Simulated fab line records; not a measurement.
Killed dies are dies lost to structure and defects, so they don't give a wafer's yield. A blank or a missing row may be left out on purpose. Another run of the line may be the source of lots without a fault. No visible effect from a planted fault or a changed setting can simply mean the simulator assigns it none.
What tool caused it? + flow nand harc + Sampling: 14 lots, 42 wafers, 5 of 1159 route steps

== WHAT EACH GAUGE READ, for each wafer ==
NHARC_END_SORT_01. Usual: killed at array 26, standard deviation 9.6; killed at other 0.7, standard deviation 0.92; killed at periphery 3.8, standard deviation 2.7; killed dies 31, standard deviation 10; killed open 3.3, standard deviation 1.7; killed short 1.8, standard deviation 1.3.
| lot  | measured     | on        | killed at array | killed at other | killed at periphery | killed dies | killed open | killed short | flag |
|------|--------------|-----------|-----------------|-----------------|---------------------|-------------|-------------|--------------|------|
| L165 | day 20 03:46 | prober-02 | 189 191 197     | 1 2 0           | 1 2 3               | 191 195 200 | 4 3 0       | 3 0 0        | OFF  |
| L166 | day 20 12:20 | prober-01 | 180 175 183     | 1 1 0           | 5 3 7               | 186 179 190 | 6 2 6       | 2 2 4        | OFF  |
| L167 | day 20 23:23 | prober-01 | 202 176 198     | 0 2 0           | 2 3 4               | 204 181 202 | 3 3 6       | 3 1 2        | OFF  |

== EACH LOT AND THE TOOL THAT RAN IT (in order: tool; ch and the chambers of the sampled wafers; start) ==
| lot  | NHARC_A_SOURCE_PLATE_PVD_04  | NHARC_HYBRID_BOND_ACTIVATE_00      | NHARC_THIN_TSV_PVD_51                   | NHARC_THIN_TSV_CMP_21         |
|------|------------------------------|------------------------------------|-----------------------------------------|-------------------------------|
| L162 | pvd sputter-02, day 7 03:08  | rie diel-06 ch 1,2, day 18 03:22   | pvd sputter-01, day 18 21:40 or earlier | cmp-02 ch 0,1,2, day 18 21:40 |
| L163 | pvd sputter-02, day 7 16:26  | rie diel-05 ch 0,3, day 18 06:23   | pvd sputter-02, day 19 02:02 or earlier | cmp-01 ch 0,1,3, day 19 02:02 |
| L165 | pvd sputter-02, day 7 16:30  | rie diel-05 ch 1,2,3, day 18 18:34 | pvd sputter-01, day 19 14:34 or earlier | cmp-01 ch 0,1,2, day 19 14:34 |
| L166 | pvd sputter-03, day 8 02:00  | rie diel-07 ch 0,1,2, day 18 22:31 | pvd sputter-02, day 19 13:23 or earlier | cmp-01 ch 0,2,3, day 19 13:23 |
| L167 | pvd sputter-02, day 8 17:35  | rie diel-06 ch 1,2,3, day 19 15:41 | pvd sputter-02, day 20 12:47 or earlier | cmp-03 ch 0,1,2, day 20 12:47 |
| L171 | pvd sputter-03, day 9 05:05  | rie diel-05 ch 0,1,2, day 20 04:46 | pvd sputter-01, day 20 22:11 or earlier | cmp-01 ch 0,3, day 20 22:11   |
| L176 | pvd sputter-01, day 10 15:00 | rie diel-05 ch 0,2,3, day 22 02:20 | pvd sputter-02, day 22 18:58 or earlier | cmp-01 ch 2,3, day 22 18:58   |
| L175 | pvd sputter-02, day 10 15:01 | rie diel-05 ch 0,1,3, day 21 07:22 | pvd sputter-03, day 22 08:59 or earlier | cmp-02 ch 0,1,2, day 22 08:59 |
| L177 | pvd sputter-03, day 10 23:26 | rie diel-05 ch 0,1,3, day 22 10:59 | pvd sputter-03, day 23 06:16 or earlier | cmp-01 ch 0,2,3, day 23 06:16 |
| L178 | pvd sputter-03, day 11 03:38 | rie diel-06 ch 0,2,3, day 22 06:08 | pvd sputter-01, day 23 07:19 or earlier | cmp-03 ch 0,1,3, day 23 07:19 |
| L180 | pvd sputter-02, day 11 19:48 | rie diel-05 ch 0,1, day 23 12:59   | pvd sputter-01, day 24 05:41 or earlier | cmp-01 ch 2,3, day 24 05:41   |
| L181 | pvd sputter-01, day 12 00:56 | rie diel-05 ch 0,3, day 23 05:29   | pvd sputter-02, day 23 23:40 or earlier | cmp-01 ch 0,2,3, day 23 23:40 |
| L183 | pvd sputter-01, day 12 06:44 | rie diel-07 ch 0,1,2, day 22 21:35 | pvd sputter-03, day 23 12:07 or earlier | cmp-01 ch 1,2,3, day 23 12:07 |
| L184 | pvd sputter-02, day 12 18:03 | rie diel-05 ch 0,1,2, day 23 18:06 | pvd sputter-03, day 24 14:07 or earlier | cmp-03 ch 0,1, day 24 14:07   |
- NHARC_A_SOURCE_PLATE_PVD_04: deposits WSi2, target thk 50 nm.
- NHARC_HYBRID_BOND_ACTIVATE_00: chemistry N2, time 60 s.
- NHARC_THIN_TSV_PVD_51: deposits Cu, target thk 100 nm.
- NHARC_THIN_TSV_CMP_21: polishes, t overpolish 30 s, target thk 2000 nm.

== AS READ BY THE TOOLS THEMSELVES (means over the sampled wafers that have a number; for cases with no such wafer, the mark the record gives instead) ==
NHARC_HYBRID_BOND_ACTIVATE_00. Usual: drypump motor current A 5.5 A, standard deviation 0.39; oes product au 0.998 a.u., standard deviation 0.0074; rf vpp V 64.1 V, standard deviation 0.93; showerhead plenum p Torr 1.76 Torr, standard deviation 0.082.
| lot  | tool        | drypump motor current A (A) | oes product au (a.u.) | rf vpp V (V) | showerhead plenum p Torr (Torr) | flag |
|------|-------------|-----------------------------|-----------------------|--------------|---------------------------------|------|
| L162 | rie diel-06 | 5.3                         | 1.012                 | 64.8         | 1.81                            |      |
| L163 | rie diel-05 | 5.4                         | 0.993                 | 63.8         | 1.73                            |      |
| L165 | rie diel-05 | 5.7                         | 0.995                 | 63.5         | 1.73                            |      |
| L166 | rie diel-07 | 5.6                         | 1.003                 | 64.6         | 1.80                            |      |
| L167 | rie diel-06 | 5.1                         | 0.994                 | 64.4         | 1.84                            |      |
| L171 | rie diel-05 | 5.7                         | 0.996                 | 64.7         | 1.77                            |      |
| L176 | rie diel-05 | 5.7                         | 1.002                 | 64.0         | 1.75                            |      |
| L175 | rie diel-05 | 5.5                         | 0.991                 | 63.6         | 1.70                            |      |
| L177 | rie diel-05 | 5.4                         | 0.991                 | 63.7         | 1.69                            |      |
| L178 | rie diel-06 | 5.0                         | 1.002                 | 64.9         | 1.86                            |      |
| L180 | rie diel-05 | 5.3                         | 0.999                 | 63.2         | 1.74                            |      |
| L181 | rie diel-05 | 5.4                         | 1.003                 | 64.7         | 1.72                            |      |
| L183 | rie diel-07 | 5.6                         | 0.999                 | 65.4         | 1.79                            |      |
| L184 | rie diel-05 | 5.6                         | 1.001                 | 64.7         | 1.77                            |      |

NHARC_THIN_TSV_PVD_51. Usual: throttle valve pct at 30.3 %, with a standard deviation of 1.
| lot  | tool           | throttle valve pct (%) | flag |
|------|----------------|------------------------|------|
| L162 | pvd sputter-01 | 30.5                   |      |
| L163 | pvd sputter-02 | 30.8                   |      |
| L165 | pvd sputter-01 | 30.8                   |      |
| L166 | pvd sputter-02 | 29.2                   |      |
| L167 | pvd sputter-02 | 30.7                   |      |
| L171 | pvd sputter-01 | 29.8                   |      |
| L176 | pvd sputter-02 | 30.0                   |      |
| L175 | pvd sputter-03 | 29.7                   |      |
| L177 | pvd sputter-03 | 29.8                   |      |
| L178 | pvd sputter-01 | 31.1                   |      |
| L180 | pvd sputter-01 | 30.8                   |      |
| L181 | pvd sputter-02 | 29.9                   |      |
| L183 | pvd sputter-03 | 30.0                   |      |
| L184 | pvd sputter-03 | 29.9                   |      |

NHARC_THIN_TSV_CMP_21. Usual: motor current A 12.2 A, standard deviation 1.2; overpolish run s 30.000 s, standard deviation 0.0098.
| lot  | tool   | motor current A (A) | overpolish run s (s) | flag |
|------|--------|---------------------|----------------------|------|
| L162 | cmp-02 | 12.1                | 30.001               |      |
| L163 | cmp-01 | 12.1                | 30.000               |      |
| L165 | cmp-01 | 12.1                | 30.005               |      |
| L166 | cmp-01 | 11.6                | 29.994               |      |
| L167 | cmp-03 | 12.5                | 29.993               |      |
| L171 | cmp-01 | 11.9                | 30.002               |      |
| L176 | cmp-01 | 11.3                | 30.002               |      |
| L175 | cmp-02 | 11.8                | 29.985               |      |
| L177 | cmp-01 | 11.3                | 29.992               |      |
| L178 | cmp-03 | 12.3                | 30.003               |      |
| L180 | cmp-01 | 11.7                | 30.005               |      |
| L181 | cmp-01 | 12.0                | 30.002               |      |
| L183 | cmp-01 | 11.7                | 29.997               |      |
| L184 | cmp-03 | 12.8                | 29.998               |      |

== THE ANSWER, worked out from the rows above alone ==
Rule: lot off if the mean of its wafers having a number is beyond 3 standard deviations from the usual mean. Also off: a lot with no number at a reading for which 4 or more lots have one. Any other lot the step has rows for is counted as sound. The gauges are gone through in route order, then the tools' own readings, and for those a lot's mean is taken as printed above. The first step at which some lot is off is used, and at that step the reading that is off furthest; a lot without a number counts as furthest.
Off: L165, L166, L167, at NHARC_END_SORT_01 (killed at array). Neither off nor sound, because the step has no rows for them: L162, L163, L171, L176, L175, L177, L178, L180, L181, L183, L184.
If a tool, at a process step before that reading, ran all the lots that are off and no sound lot after the first of them, it fits. Those tools and the gauges at NHARC_END_SORT_01 are tried in the same way. NHARC_THIN_TSV_PVD_51 gives no start for some lots, so the hours and the order of its lots are those of NHARC_THIN_TSV_CMP_21. None of those tried fits.

== WHAT WAS PUT IN BY THE SIMULATOR ==
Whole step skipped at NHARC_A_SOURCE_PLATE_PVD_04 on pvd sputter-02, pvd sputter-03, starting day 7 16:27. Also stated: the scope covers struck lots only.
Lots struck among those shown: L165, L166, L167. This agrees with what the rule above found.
